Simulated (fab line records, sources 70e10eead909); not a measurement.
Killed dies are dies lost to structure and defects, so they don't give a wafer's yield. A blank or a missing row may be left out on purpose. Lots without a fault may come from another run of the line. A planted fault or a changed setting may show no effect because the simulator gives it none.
Tool commonality check | flow nand_harc | 1 lot, 3 wafers sampled

WHY IT WAS OPENED
At NHARC_END_SORT_01 the reading killed_at_periphery is flagged on 1 of 1 lot. Wafers without a fault read 2.9, standard deviation 1.9.
Rule: a lot is flagged when every wafer of it that has a number lies more than 4 standard deviations from that mean, or none has a number. The other lots count as sound.

lot  | measured     | on        | killed_at_periphery, wafer by wafer | flag
L356 | day 22 19:01 | prober-01 | 661 657 648                         | FLAGGED
The numbers of the flagged lots are 655.3 on average: +652.4 against the usual, or +99 or more standard deviations.

WHICH TOOL RAN EACH LOT
The record holds 3 process steps before the reading, out of a route of 1159 steps. In each cell: the tool, then ch and the chambers that the sampled wafers went through, then the start.
lot  | flag    | NHARC_P_ZERO_WELL_ETCH_65       | NHARC_P_ZERO_WELL_EXPOSE_21      | NHARC_P_STI_ETCH_15
L356 | FLAGGED | rie_diel-05 ch 1,2, day 4 07:29 | krf_scanner-02 ch 0, day 4 08:26 | no row
What these steps do:
- NHARC_P_ZERO_WELL_ETCH_65: etches the open film in N2/H2, target depth 80 nm, overetch 24 nm, time 87.88 s.
- NHARC_P_ZERO_WELL_EXPOSE_21: exposes mask P NWELL, target cd 720 nm.
- NHARC_P_STI_ETCH_15: etches the open film in HBr/Cl2, target depth 300 nm, time 100.1 s.
- NHARC_END_SORT_01

FLAGGED OVER TOTAL, TOOL BY TOOL (the gauges that took the reading come last)
step                        | tool           | lots run | flagged | share of the flagged lots | sound lots run after its first flagged lot
NHARC_P_ZERO_WELL_ETCH_65   | rie_diel-05    | 1        | 1       | all                       | 0
NHARC_P_ZERO_WELL_EXPOSE_21 | krf_scanner-02 | 1        | 1       | all                       | 0
NHARC_END_SORT_01           | prober-01      | 1        | 1       | all                       | 0

WHAT THE TABLE ALLOWS
3 rows of the table ran every flagged lot: rie_diel-05 at NHARC_P_ZERO_WELL_ETCH_65, krf_scanner-02 at NHARC_P_ZERO_WELL_EXPOSE_21, prober-01 at NHARC_END_SORT_01.
- rie_diel-05 at NHARC_P_ZERO_WELL_ETCH_65: 1 of its 1 lot flagged. It ran no sound lot before its first flagged lot in this sample, so the start can't be narrowed down.
- krf_scanner-02 at NHARC_P_ZERO_WELL_EXPOSE_21: 1 of its 1 lot flagged. It ran no sound lot before its first flagged lot in this sample, so the start can't be narrowed down.
- prober-01 at NHARC_END_SORT_01: 1 of its 1 lot flagged. It ran no sound lot before its first flagged lot in this sample, so the start can't be narrowed down.
Counting lots can't tell these 3 tools apart, because each fits a fault that began at some hour. More lots, or a look at what each step does to the wafer, might.

WHAT THE SIMULATOR HAD PUT IN
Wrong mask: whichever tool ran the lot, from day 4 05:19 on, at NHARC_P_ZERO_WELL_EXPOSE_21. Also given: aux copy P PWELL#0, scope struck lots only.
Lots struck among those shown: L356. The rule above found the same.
